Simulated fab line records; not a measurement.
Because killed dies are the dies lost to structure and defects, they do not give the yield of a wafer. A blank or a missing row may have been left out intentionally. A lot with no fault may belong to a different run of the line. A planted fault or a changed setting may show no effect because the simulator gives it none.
Chamber matching | flow n5_finfet | N5_BEOL_M5_ETCH_75 on rie_diel-01 has 4 sister chambers
The step etches underlayer in N2/H2, target depth 6.5 nm, time 5.2 s. 24 wafers are shown with their chamber, then 12 later ones without.

== WAFERS, EACH WITH ITS CHAMBER ==
wafer  | chamber | drypump_motor_current_A (A) | showerhead_plenum_p_Torr (Torr) | throttle_valve_pct (%)
L074.1 | 2       | 5.4                         | 2.57                            | 17.9
L074.4 | 3       | 6.3                         | 2.51                            | 18.1
L074.6 | 1       | 5.6                         | 2.51                            | 18.3
L075.1 | 0       | 5.9                         | 2.52                            | 18.3
L075.2 | 2       | 5.4                         | 2.57                            | 17.9
L075.3 | 3       | 6.3                         | 2.51                            | 18.0
L075.4 | 1       | 5.5                         | 2.52                            | 18.3
L075.5 | 3       | 6.3                         | 2.51                            | 18.0
L075.6 | 2       | 5.4                         | 2.57                            | 17.9
L078.1 | 3       | 6.3                         | 2.51                            | 18.1
L078.3 | 0       | 5.9                         | 2.52                            | 18.3
L078.5 | 0       | 5.9                         | 2.52                            | 18.3
L079.2 | 0       | 5.9                         | 2.51                            | 18.3
L079.5 | 0       | 5.9                         | 2.51                            | 18.2
L079.6 | 1       | 5.5                         | 2.51                            | 18.4
L082.1 | 0       | 5.9                         | 2.51                            | 18.3
L082.3 | 1       | 5.5                         | 2.51                            | 18.4
L082.4 | 2       | 5.4                         | 2.56                            | 17.9
L084.1 | 2       | 5.4                         | 2.56                            | 17.9
L084.3 | 1       | 5.6                         | 2.51                            | 18.4
L084.4 | 3       | 6.3                         | 2.51                            | 18.1
L086.1 | 0       | 5.9                         | 2.51                            | 18.3
L086.2 | 2       | 5.4                         | 2.56                            | 17.9
L086.3 | 1       | 5.5                         | 2.51                            | 18.4

SIGNATURES (means of the wafers above)
reading                  | chamber 0 | chamber 1 | chamber 2 | chamber 3 | scatter within a chamber
drypump_motor_current_A  | 5.900     | 5.533     | 5.400     | 6.300     | 0.0258
showerhead_plenum_p_Torr | 2.5143    | 2.5117    | 2.5650    | 2.5100    | 0.0045
throttle_valve_pct       | 18.286    | 18.367    | 17.900    | 18.060    | 0.0412
Rule: distance of a wafer from a chamber = root of the sum over the readings of ((wafer's reading minus chamber's mean) / reading's scatter) squared. If the next closest chamber is less than 2 further off than the closest, the wafer can't be placed; otherwise it belongs to the closest. The scatter: take each reading less its chamber's mean, square it, sum over the shown wafers, divide by the number of wafers less the number of chambers, and take the root.

== WAFERS WHOSE CHAMBER IS MISSING ==
wafer  | drypump_motor_current_A (A) | showerhead_plenum_p_Torr (Torr) | throttle_valve_pct (%)
L089.1 | 5.6                         | 2.50                            | 18.4
L089.3 | 5.4                         | 2.55                            | 17.9
L089.6 | 5.4                         | 2.56                            | 18.0
L087.2 | 5.9                         | 2.51                            | 18.3
L087.4 | 5.9                         | 2.51                            | 18.3
L087.6 | 5.6                         | 2.50                            | 18.4
L094.2 | 5.9                         | 2.50                            | 18.3
L094.5 | 6.3                         | 2.50                            | 17.6
L094.6 | 5.9                         | 2.50                            | 18.3
L097.1 | 5.9                         | 2.50                            | 18.3
L097.3 | 5.4                         | 2.55                            | 18.0
L097.5 | 6.3                         | 2.50                            | 17.6

== THE CHAMBER EACH PASSED THROUGH ==
wafer  | from the rows above | in truth
L089.1 | 1                   | 1
L089.3 | 2                   | 2
L089.6 | 2                   | 2
L087.2 | 0                   | 0
L087.4 | 0                   | 0
L087.6 | 1                   | 1
L094.2 | 0                   | 0
L094.5 | 3                   | 3
L094.6 | 0                   | 0
L097.1 | 0                   | 0
L097.3 | 2                   | 2
L097.5 | 3                   | 3
Correctly placed: 12 of 12. From these rows, 0 cannot be placed. 0 placed wrongly.
